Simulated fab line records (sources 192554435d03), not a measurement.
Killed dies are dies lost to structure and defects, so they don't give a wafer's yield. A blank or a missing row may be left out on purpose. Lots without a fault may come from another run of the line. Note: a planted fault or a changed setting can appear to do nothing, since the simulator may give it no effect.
Split-lot trial || flow n5_finfet || 7 lots, 21 wafers read, on a route of 1938 steps

== ON THE SPLIT ==
At N5_BEOL_M13_CMP_49 (polishes, stops on SiOC, t overpolish 17.1 s, target thk 420 nm), the setting down_force_psi was moved away from the recipe's 1 psi on 5 of the 21 wafers read, by -17.0% to +21.5%. All remaining wafers had this setting at the recipe value.

The split's own step is where the reading is taken.

== THE READING ==
barrier_field_endpoint_s, in s, at N5_BEOL_M13_CMP_49 (polishes, stops on SiOC, t overpolish 17.1 s, target thk 420 nm). Fault-free wafers of this fab line usually give 30.2 s, standard deviation 0.85 s.

{"wafer": "L076.3", "tool, chamber at the split": "cmp-04, 2", "down_force_psi as run, psi": 0.8304, "against the recipe": "-17.0%", "barrier_field_endpoint_s, s": 35.2, "against lot-mates on the recipe": "+5.5"}
{"wafer": "L076.4", "tool, chamber at the split": "cmp-04, 3", "down_force_psi as run, psi": 1, "against the recipe": "recipe", "barrier_field_endpoint_s, s": 29.1, "against lot-mates on the recipe": "-"}
{"wafer": "L076.2", "tool, chamber at the split": "cmp-04, 0", "down_force_psi as run, psi": 1, "against the recipe": "recipe", "barrier_field_endpoint_s, s": 30.3, "against lot-mates on the recipe": "-"}
{"wafer": "L078.2", "tool, chamber at the split": "cmp-04, 2", "down_force_psi as run, psi": 1.215, "against the recipe": "+21.5%", "barrier_field_endpoint_s, s": 24.7, "against lot-mates on the recipe": -5.8}
{"wafer": "L078.3", "tool, chamber at the split": "cmp-04, 0", "down_force_psi as run, psi": 1, "against the recipe": "recipe", "barrier_field_endpoint_s, s": 30.5, "against lot-mates on the recipe": "-"}
{"wafer": "L078.5", "tool, chamber at the split": "cmp-04, 3", "down_force_psi as run, psi": 1.215, "against the recipe": "+21.5%", "barrier_field_endpoint_s, s": 24.8, "against lot-mates on the recipe": -5.7}
{"wafer": "L079.3", "tool, chamber at the split": "cmp-03, 0", "down_force_psi as run, psi": 0.8946, "against the recipe": "-10.5%", "barrier_field_endpoint_s, s": 32.8, "against lot-mates on the recipe": "+3.3"}
{"wafer": "L079.2", "tool, chamber at the split": "cmp-03, 1", "down_force_psi as run, psi": 1, "against the recipe": "recipe", "barrier_field_endpoint_s, s": 29.5, "against lot-mates on the recipe": "-"}
{"wafer": "L079.5", "tool, chamber at the split": "cmp-03, 3", "down_force_psi as run, psi": 0.8946, "against the recipe": "-10.5%", "barrier_field_endpoint_s, s": 33.4, "against lot-mates on the recipe": "+3.9"}
{"wafer": "L080.4", "tool, chamber at the split": "cmp-02, 3", "down_force_psi as run, psi": 1, "against the recipe": "recipe", "barrier_field_endpoint_s, s": 31.4, "against lot-mates on the recipe": "-"}
{"wafer": "L080.6", "tool, chamber at the split": "cmp-02, 3", "down_force_psi as run, psi": 1, "against the recipe": "recipe", "barrier_field_endpoint_s, s": 31.1, "against lot-mates on the recipe": "-"}
{"wafer": "L080.5", "tool, chamber at the split": "cmp-02, 0", "down_force_psi as run, psi": 1, "against the recipe": "recipe", "barrier_field_endpoint_s, s": 31.9, "against lot-mates on the recipe": "-"}
{"wafer": "L093.3", "tool, chamber at the split": "cmp-04, 1", "down_force_psi as run, psi": 1, "against the recipe": "recipe", "barrier_field_endpoint_s, s": 29.5, "against lot-mates on the recipe": "-"}
{"wafer": "L093.1", "tool, chamber at the split": "cmp-04, 0", "down_force_psi as run, psi": 1, "against the recipe": "recipe", "barrier_field_endpoint_s, s": 30.6, "against lot-mates on the recipe": "-"}
{"wafer": "L093.6", "tool, chamber at the split": "cmp-04, 2", "down_force_psi as run, psi": 1, "against the recipe": "recipe", "barrier_field_endpoint_s, s": 30.1, "against lot-mates on the recipe": "-"}
{"wafer": "L094.4", "tool, chamber at the split": "cmp-03, 3", "down_force_psi as run, psi": 1, "against the recipe": "recipe", "barrier_field_endpoint_s, s": 30.4, "against lot-mates on the recipe": "-"}
{"wafer": "L094.3", "tool, chamber at the split": "cmp-03, 1", "down_force_psi as run, psi": 1, "against the recipe": "recipe", "barrier_field_endpoint_s, s": 30.5, "against lot-mates on the recipe": "-"}
{"wafer": "L094.5", "tool, chamber at the split": "cmp-03, 0", "down_force_psi as run, psi": 1, "against the recipe": "recipe", "barrier_field_endpoint_s, s": 29.9, "against lot-mates on the recipe": "-"}
{"wafer": "L095.3", "tool, chamber at the split": "cmp-03, 1", "down_force_psi as run, psi": 1, "against the recipe": "recipe", "barrier_field_endpoint_s, s": 29.8, "against lot-mates on the recipe": "-"}
{"wafer": "L095.4", "tool, chamber at the split": "cmp-03, 3", "down_force_psi as run, psi": 1, "against the recipe": "recipe", "barrier_field_endpoint_s, s": 30.2, "against lot-mates on the recipe": "-"}
{"wafer": "L095.2", "tool, chamber at the split": "cmp-03, 0", "down_force_psi as run, psi": 1, "against the recipe": "recipe", "barrier_field_endpoint_s, s": 30.0, "against lot-mates on the recipe": "-"}

THE FIT
A straight line over all 21 wafers: barrier_field_endpoint_s changes by -0.266 s for each +1% of down_force_psi; r = -0.96; the points scatter about the line by 0.66 s.
The same after taking each lot's own level away (the mean of its wafers on the recipe; 21 wafers): -0.291 s for each +1%; r = -0.99; scatter 0.41 s.
On that fit, the largest move of down_force_psi shifts the reading by 6.3 s.
From 29.50 to 31.47 s: that is the span of the lots' own levels, equal to 2.3 times the standard deviation above.
The two slopes are in agreement: the lot-to-lot level therefore moves the slope only a little.
Check: for one of the wafers moved furthest among these (+21.5%), held out of the fit, the line's prediction against its lot-mates is -6.31 s. Against them it came out at -5.8 s.
Tool readings at the split's step, against how far the setting was moved: barrier_field_endpoint_s r = -0.96.

== OTHER SPLITS APPLIED TO THESE WAFERS ==
Note: prior to the reading, these wafers also went through further splits. Each is held against what the fit with the lots' levels taken away leaves over:
{"other split on the same wafers": "N5_BEOL_M10_COAT_64 spin_rpm", "wafers away from the commonest value": 10, "r with barrier_field_endpoint_s (lot level and that fit taken away)": "+0.01"}
{"other split on the same wafers": "N5_BEOL_M11_PECVD_70 time_s", "wafers away from the commonest value": 7, "r with barrier_field_endpoint_s (lot level and that fit taken away)": "+0.26"}
{"other split on the same wafers": "N5_BEOL_M11_COAT_05 spin_rpm", "wafers away from the commonest value": 3, "r with barrier_field_endpoint_s (lot level and that fit taken away)": "+0.03"}
{"other split on the same wafers": "N5_BEOL_M13_ETCH_59 time_s", "wafers away from the commonest value": 8, "r with barrier_field_endpoint_s (lot level and that fit taken away)": -0.20}
{"other split on the same wafers": "N5_BEOL_M13_EXPOSE_25 dose_mj", "wafers away from the commonest value": 6, "r with barrier_field_endpoint_s (lot level and that fit taken away)": "+0.05"}

== FILE'S OWN FIT ==
barrier_field_endpoint_s changes by -0.297 s for each +1% of down_force_psi, r = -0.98.
